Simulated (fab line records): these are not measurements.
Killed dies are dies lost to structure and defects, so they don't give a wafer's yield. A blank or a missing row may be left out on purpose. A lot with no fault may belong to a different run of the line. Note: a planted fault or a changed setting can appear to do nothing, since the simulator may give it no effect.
A struck lot beside a sound one + flow nandHarc + 25 out of 1159 route steps
Sound: these wafers, L405.1, L405.3, L405.6. Wafers struck: L407.1, L407.3. The cause is named last.
Per side, at each step with rows, come the tool, then ch with its chambers, and then its first start. Under that, the readings that differ: sound wafers + struck wafers + difference of the means + sigmas: that difference in standard deviations of wafers without a fault.
alike: words and numbers the same on both sides, and readings whose means are apart by under 2 such deviations; not compared: readings that were withheld, readings missing a value for some wafer, numbers with overlapping values and no deviation given by the record, and bounds like >300 which may hide the same value.
A row with sigmas, a row that says differs or no value, or rows on one side alone: a step with any of these is where the two part. Numbers that have no deviation but don't overlap get no sigmas and don't part them. A reading missing from all wafers of one side parts the sides only when that side holds two or more wafers.

NHARC_P_CONTACT_DEP_30: deposits SiNx, target thk 30 nm.
  sound on pecvd-02 ch 0,2, day 8 04:51; struck on pecvd-04 ch 0,2, day 8 22:12
  alike: heaterPowerW
NHARC_P_CONTACT_DEP_00: deposits SiO2, target thk 500 nm.
  sound on pecvd-02 ch 0,2; struck on pecvd-04 ch 0,2
  alike: heaterPowerW, throttleValvePct
then, 9 steps without rows for these wafers: NHARC_P_CONTACT_CMP_01 (polishes SiO2, target thk 200 nm); NHARC_P_CONTACT_SRD_03; NHARC_P_CONTACT_DEHYDRATE_04 (time 120 s); NHARC_P_CONTACT_HMDS_05 (time 30 s); NHARC_P_CONTACT_COAT_33 (time 75 s); NHARC_P_CONTACT_COAT_34 (time 65 s); NHARC_P_CONTACT_COAT_06 (resist thk 90 nm); NHARC_P_CONTACT_SOFTBAKE_07 (time 55 s); NHARC_P_CONTACT_EBR_08.
NHARC_P_CONTACT_EXPOSE_09: exposes mask P CA, target cd 90 nm.
  sound on arfiScanner-03 ch 0, day 8 06:14; struck on arfiScanner-03 ch 0, day 8 23:34
  alike: mask
then, 2 steps without rows for these wafers: NHARC_P_CONTACT_PEB_10 (peb time 65 s); NHARC_P_CONTACT_DEVELOP_11 (develop time 35 s).
NHARC_P_CONTACT_CD_MEAS_12: the cd target is 90 nm.
  sound on cdSem-01 ch 0, day 8 06:22; struck on cdSem-02 ch 0
| reading   | sound          | struck    | difference | sigmas |
|-----------|----------------|-----------|------------|--------|
| cdNm (nm) | 90.3 91.5 90.3 | 78.4 77.7 | -12.6      | -24    |
  not compared: hold
NHARC_P_CONTACT_OVL_MEAS_13:
  sound: overlay-02 at day 8 06:28; struck: overlay-01 at day 9 01:56
| reading | sound | struck                                          | difference                   | sigmas |
|---------|-------|-------------------------------------------------|------------------------------|--------|
| hold    | - - - | awaitDispo/2.0h/release awaitDispo/2.0h/release | no value on the sound wafers |        |
  alike: overlayXNm, overlayYNm
NHARC_P_CONTACT_INSPECT_14:
  sound: defectInspect-01 at day 8 06:31; struck: defectInspect-02 at day 9 01:58
  alike: rawDefectCount
NHARC_P_CONTACT_DESCUM_17: chemistry O2, time 3 s.
  sound on rieDiel-09 ch 0,2,3, day 8 06:35; struck on rieDiel-02 ch 2,3, day 9 02:02
| reading                   | sound             | struck      | difference | sigmas |
|---------------------------|-------------------|-------------|------------|--------|
| model.P_CONTACT.cdNm (nm) | 89.99 91.47 90.18 | 78.17 77.78 | -12.57     |        |
  alike: drypumpMotorCurrentA, oesProductAu, rfVppV, showerheadPlenumPTorr, throttleValvePct
  not compared: rfHoursCounterH
NHARC_P_CONTACT_ETCH_35: etches the open film in CF4, target depth 39 nm, time 65 s.
  sound on rieDiel-09 ch 0,2,3, day 8 06:41; struck on rieDiel-02 ch 1,2, day 9 02:08
  alike: drypumpMotorCurrentA, oesProductAu, rfVppV, showerheadPlenumPTorr, throttleValvePct
  not compared: rfHoursCounterH
NHARC_P_CONTACT_ETCH_36: etches the open film in N2/H2, target depth 260 nm, time 406.25 s.
  sound on rieDiel-09 ch 0,2,3; struck on rieDiel-02 ch 1,2
  alike: drypumpMotorCurrentA, oesProductAu, rfVppV, showerheadPlenumPTorr, throttleValvePct
  not compared: rfHoursCounterH
NHARC_P_CONTACT_ETCH_18: etches the open film in C4F8/O2/Ar, target depth 481 nm, time 240.5 s.
  sound on rieDiel-09 ch 0,3; struck on rieDiel-02 ch 1,2
  alike: oesProductAu, rfVppV
  not compared: rfHoursCounterH
then, 1 step without rows for these wafers: NHARC_P_CONTACT_STRIP_37 (strips in C4F8/O2/Ar).
NHARC_P_CONTACT_ETCH_31: etches the open film in CH3F/O2, target depth 30 nm, time 85.7 s.
  sound on rieDiel-09 ch 0,3; struck on rieDiel-02 ch 2,3
| reading                   | sound             | struck      | difference | sigmas |
|---------------------------|-------------------|-------------|------------|--------|
| model.P_CONTACT.cdNm (nm) | 89.96 92.73 90.18 | 79.24 78.83 | -11.92     |        |
  alike: drypumpMotorCurrentA, oesProductAu, rfVppV, showerheadPlenumPTorr, throttleValvePct
  not compared: rfHoursCounterH
NHARC_P_CONTACT_CD_MEAS_19:
  sound: cdSem-03 at day 8 07:35; struck: cdSem-02 at day 9 03:05
| reading   | sound          | struck    | difference | sigmas |
|-----------|----------------|-----------|------------|--------|
| cdNm (nm) | 89.9 93.0 90.0 | 79.1 78.8 | -12.0      | -11    |
  not compared: hold
-- break in the record here, with 16 days between the starts of the struck wafers on either side (left off in module P_CONTACT, picked up again in module END, where the first step shown is number 1159 on the route) --
NHARC_END_SORT_01:
  sound on prober-02 ch 0, day 22 05:51; struck on prober-01 ch 0, day 24 23:40
| reading           | sound | struck                                          | difference                   | sigmas |
|-------------------|-------|-------------------------------------------------|------------------------------|--------|
| hold              | - - - | awaitDispo/4.8h/release awaitDispo/4.8h/release | no value on the sound wafers |        |
| killedAtOther     | 4 6 1 | 0 0                                             | -4                           | -3     |
| killedAtPeriphery | 2 3 7 | 36 30                                           | +29                          | +14    |
  alike: killedAtArray, killedDies, killedOpen, killedShort

== WHERE THEY PART ==
Earliest at NHARC_P_CONTACT_CD_MEAS_12; latest, in this record, at NHARC_END_SORT_01.

WHY: the cause the simulator had injected
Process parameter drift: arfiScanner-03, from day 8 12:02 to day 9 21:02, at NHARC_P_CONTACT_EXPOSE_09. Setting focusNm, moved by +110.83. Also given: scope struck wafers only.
